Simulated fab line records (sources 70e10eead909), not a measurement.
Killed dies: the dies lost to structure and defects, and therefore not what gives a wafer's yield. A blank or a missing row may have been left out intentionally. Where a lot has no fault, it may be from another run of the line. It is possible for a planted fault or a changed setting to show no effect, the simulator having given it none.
Problem report, 8D (eight disciplines) form, completed by code	flow nand_harc	the parts of the form that need people (team, actions taken, sign-off) are left out

== 1. WHAT WENT WRONG ==
run_length_s at NHARC_A_DECK1_JOINT_ETCHBACK_00 reads a mean of 41.6 s on 3 wafers of 2 lots; wafers without a fault read 38.6 s with a standard deviation of 0.46. That is +6.6 standard deviations from the usual mean.
The step: etches the open film in HBr, target depth 30 nm, time 17.4 s.
The first sign was on wafer L481.6 at day 16 13:47, on rie_si-06. At this step, 33 wafers from 11 lots have a number in the record. Rule for "out", or "out of limits": more than 4 standard deviations from the usual mean. The other wafers with a number count as sound.

== 2. WHAT IT IS AND WHAT IT IS NOT ==
question	is	is not
which readings at this step	run_length_s	drypump_motor_current_A, oes_product_au
which lots	L481, L482	L469, L470, L472, L473, L474, L478, L479, L490, L491
which wafers of those lots	L481.6, L482.3, L482.6	L481.1, L481.2, L482.2
read on which tools	rie_si-06	rie_si-01, rie_si-03
when	from day 16 13:47	up to then (23 sound wafers); but 7 sound wafers of L482, L490, L491 came after

== 3. WHAT RULES OUT EACH SUSPECT ==
Counting: if a tool at a process step up to the reading ran every lot that is out, it stays a suspect. Sound lots after the first of them don't rule it out here, since some wafers of a struck lot are sound.
- rie_diel-03 at NHARC_A_CHANNEL_HOLE_D1_ETCH_44 (etches the open film in CF4/O2, target depth 140 nm, overetch 14 nm, time 77 s): kept. Every lot that is out went through it, the first being L481 (day 14 00:00); the last sound lot it ran before that was L478 (day 13 03:52).
- rie_si-06 at NHARC_A_DECK1_JOINT_ETCHBACK_00 (etches the open film in HBr, target depth 30 nm, time 17.4 s): kept. Every lot that is out went through it, the first being L481 (day 16 13:47); the last sound lot it ran before that was L479 (day 16 00:58). Out on those wafers are its own readings of run_length_s.
The count leaves rie_si-06 at NHARC_A_DECK1_JOINT_ETCHBACK_00 and rie_diel-03 at NHARC_A_CHANNEL_HOLE_D1_ETCH_44.

== 4. THE CAUSE (what the simulator had put in) ==
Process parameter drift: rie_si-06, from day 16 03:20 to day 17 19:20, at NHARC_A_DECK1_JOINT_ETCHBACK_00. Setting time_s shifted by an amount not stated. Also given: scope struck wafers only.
Counting left 2 suspects, and this tool is among them.

== 5. THE EFFECT CHAIN, in route order ==
Rows list readings where the struck wafers' mean (over those with a number) sits beyond 3 standard deviations from the usual. Only readings whose record carries a usual standard deviation are examined. hours: median over the lots of the time between each lot's start at the first step of this table that gives one and its start at this step. sigmas: the change, counted in usual standard deviations.
hours	step	reading	usual	on struck wafers	change	sigmas
0	NHARC_A_DECK1_JOINT_ETCHBACK_00	run_length_s	38.6 s	41.6	+3.0	+6.6
Its process steps:
- NHARC_A_DECK1_JOINT_ETCHBACK_00: etches the open film in HBr, target depth 30 nm, time 17.4 s.

== 6. WHAT WOULD HAVE CAUGHT IT SOONER ==
The fault began at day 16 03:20; the first out-of-limits reading in this record came at day 16 13:47, 10 hours later.
